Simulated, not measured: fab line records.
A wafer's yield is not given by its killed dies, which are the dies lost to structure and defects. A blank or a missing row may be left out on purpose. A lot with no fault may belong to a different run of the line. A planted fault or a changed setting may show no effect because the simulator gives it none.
Split-lot trial -- flow n5-finfet -- on a route of 1938 steps: 7 lots, 21 wafers read

SPLIT DETAILS
At N5_BEOL_M6_ETCH_66 (etches SOC in N2/H2, target depth 80 nm, overetch 16 nm, time 120 s), the setting bias-w was moved away from the recipe's 150 W on 8 of the 21 wafers read, by -17.0% to +17.0%. The other wafers ran this setting at the recipe's value.

Reading taken at the split's own step.

THE READING
rf-vpp-V, in V, at N5_BEOL_M6_ETCH_66 (etches SOC in N2/H2, target depth 80 nm, overetch 16 nm, time 120 s). A value of 523.3 V with a standard deviation of 2.4 V is what fault-free wafers of this fab line usually give.

wafer,"tool, chamber at the split","bias-w as run, W",against the recipe,"rf-vpp-V, V",against lot-mates on the recipe
L076.3,"rie-diel-04, 3",150,recipe,520.1,-
L076.4,"rie-diel-04, 0",150,recipe,520.0,-
L076.5,"rie-diel-04, 2",166.9,+11.3%,560.5,+40.5
L079.1,"rie-diel-04, 0",150,recipe,520.7,-
L079.3,"rie-diel-04, 1",138.6,-7.6%,499.8,-20.9
L079.5,"rie-diel-04, 1",138.6,-7.6%,501.2,-19.5
L084.1,"rie-diel-06, 2",150,recipe,525.9,-
L084.2,"rie-diel-06, 3",150,recipe,522.1,-
L084.4,"rie-diel-06, 0",150,recipe,527.1,-
L086.2,"rie-diel-06, 3",175.5,+17.0%,575.2,+50.9
L086.3,"rie-diel-06, 1",150,recipe,527.2,-
L086.6,"rie-diel-06, 3",150,recipe,521.5,-
L085.2,"rie-diel-04, 0",150,recipe,519.9,-
L085.3,"rie-diel-04, 2",150,recipe,521.9,-
L085.4,"rie-diel-04, 1",150,recipe,525.6,-
L089.1,"rie-diel-01, 1",124.5,-17.0%,464.5,-57.9
L089.3,"rie-diel-01, 2",150,recipe,522.4,-
L089.5,"rie-diel-01, 0",124.5,-17.0%,468.1,-54.3
L092.1,"rie-diel-06, 1",150,recipe,527.7,-
L092.3,"rie-diel-06, 2",141.4,-5.7%,505.2,-22.5
L092.4,"rie-diel-06, 3",141.4,-5.7%,502.8,-24.9

THE FIT
A straight line over all 21 wafers: rf-vpp-V changes by +3.23 V for each +1% of bias-w; r = +0.99; the points scatter about the line by 2.7 V.
The same after taking each lot's own level away (the mean of its wafers on the recipe; 21 wafers): +3.23 V for each +1%; r = +0.99; scatter 3.1 V.
Per that fit: largest bias-w move, reading shift of 55 V.
Across the lots, their own levels run from 520.05 to 527.70 V, a range of 3.2 times the standard deviation given above.
The two slopes are in agreement: the lot-to-lot level therefore moves the slope only a little.
Check: with one of the wafers moved furthest among these (-17.0%) left out of the fit, the line predicts -54.2 V for it against its lot-mates. It came out at -57.9 V against them.
Tool readings at the split's step, against how far the setting was moved: rf-vpp-V r = +0.99.

FILE'S OWN FIT
rf-vpp-V changes by +3.22 V for each +1% of bias-w, r = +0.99.
